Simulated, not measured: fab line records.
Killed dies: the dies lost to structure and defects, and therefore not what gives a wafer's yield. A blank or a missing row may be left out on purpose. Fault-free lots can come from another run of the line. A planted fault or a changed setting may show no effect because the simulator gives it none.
Split-lot study	flow n5-finfet	7 lots, 21 wafers read, on a route of 1938 steps

== THE SPLIT ==
At N5_PMOS_HMC_CHANNEL_EPI_ETCH_32 (etches BARC in N2/H2, stops on SiO2, target depth 85.8 nm, time 50.3 s), the setting bias-w was moved away from the recipe's 150 W on 5 of the 21 wafers read, by -13.6% to +17.0%. The other wafers ran this setting at the recipe's value.

The split's own step is where the reading is taken.

== THE READING ==
rf-vpp-V, in V, at N5_PMOS_HMC_CHANNEL_EPI_ETCH_32 (etches BARC in N2/H2, stops on SiO2, target depth 85.8 nm, time 50.3 s). A value of 523.8 V with a standard deviation of 2.4 V is what fault-free wafers of this fab line usually give.

wafer	tool, chamber at the split	bias-w as run, W	against the recipe	rf-vpp-V, V	against lot-mates on the recipe
L076.2	rie-diel-01, 3	150	recipe	526.9	-
L076.3	rie-diel-01, 0	129.6	-13.6%	477.1	-49.8
L076.4	rie-diel-01, 2	129.6	-13.6%	479.1	-47.8
L078.2	rie-diel-03, 3	150	recipe	522.7	-
L078.3	rie-diel-03, 1	150	recipe	527.3	-
L078.5	rie-diel-03, 1	150	recipe	527.5	-
L080.1	rie-diel-06, 2	134.7	-10.2%	490.0	-29.8
L080.2	rie-diel-06, 3	150	recipe	519.8	-
L080.3	rie-diel-06, 0	134.7	-10.2%	492.1	-27.7
L083.1	rie-diel-03, 2	150	recipe	525.9	-
L083.3	rie-diel-03, 3	175.5	+17.0%	575.1	+49.8
L083.6	rie-diel-03, 2	150	recipe	524.8	-
L084.2	rie-diel-03, 1	150	recipe	526.8	-
L084.3	rie-diel-03, 0	150	recipe	524.3	-
L084.4	rie-diel-03, 3	150	recipe	521.5	-
L086.2	rie-diel-01, 0	150	recipe	521.3	-
L086.4	rie-diel-01, 0	150	recipe	522.9	-
L086.6	rie-diel-01, 2	150	recipe	526.0	-
L097.3	rie-diel-03, 2	150	recipe	525.9	-
L097.5	rie-diel-03, 2	150	recipe	525.2	-
L097.6	rie-diel-03, 3	150	recipe	522.6	-

THE FIT
A straight line over all 21 wafers: rf-vpp-V changes by +3.22 V for each +1% of bias-w; r = +0.99; the points scatter about the line by 2.5 V.
The same after taking each lot's own level away (the mean of its wafers on the recipe; 21 wafers): +3.17 V for each +1%; r = +0.99; scatter 2.9 V.
The reading moves by 54 V for the largest change in bias-w, on that fit.
The lots' own levels span 519.80 to 526.90 V, that is 3.0 times the standard deviation above.
The two slopes agree, so the slope changes little with the lot-to-lot level.
Check: +56.7 V against its lot-mates is what the line predicts for one of the wafers moved furthest among these (+17.0%) when that wafer is left out of the fit. Against them it came out at +49.8 V.
Tool readings at the split's step, against how far the setting was moved: rf-vpp-V r = +0.99.

== OTHER SPLITS ON THESE WAFERS ==
Other splits were also applied to these wafers ahead of the reading. Each is held against what the fit with the lots' levels taken away leaves over:
other split on the same wafers	wafers away from the commonest value	r with rf-vpp-V (lot level and that fit taken away)
N5_ZERO_LAYER_EXPOSE_08 dose-mj	4	+0.03
N5_ZERO_LAYER_DESCUM_16 time-s	7	+0.46
N5_PMOS_HMC_CHANNEL_EPI_EXPOSE_06 dose-mj	8	+0.14

== THE FILE'S OWN FIT ==
rf-vpp-V changes by +3.12 V for each +1% of bias-w, r = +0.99.
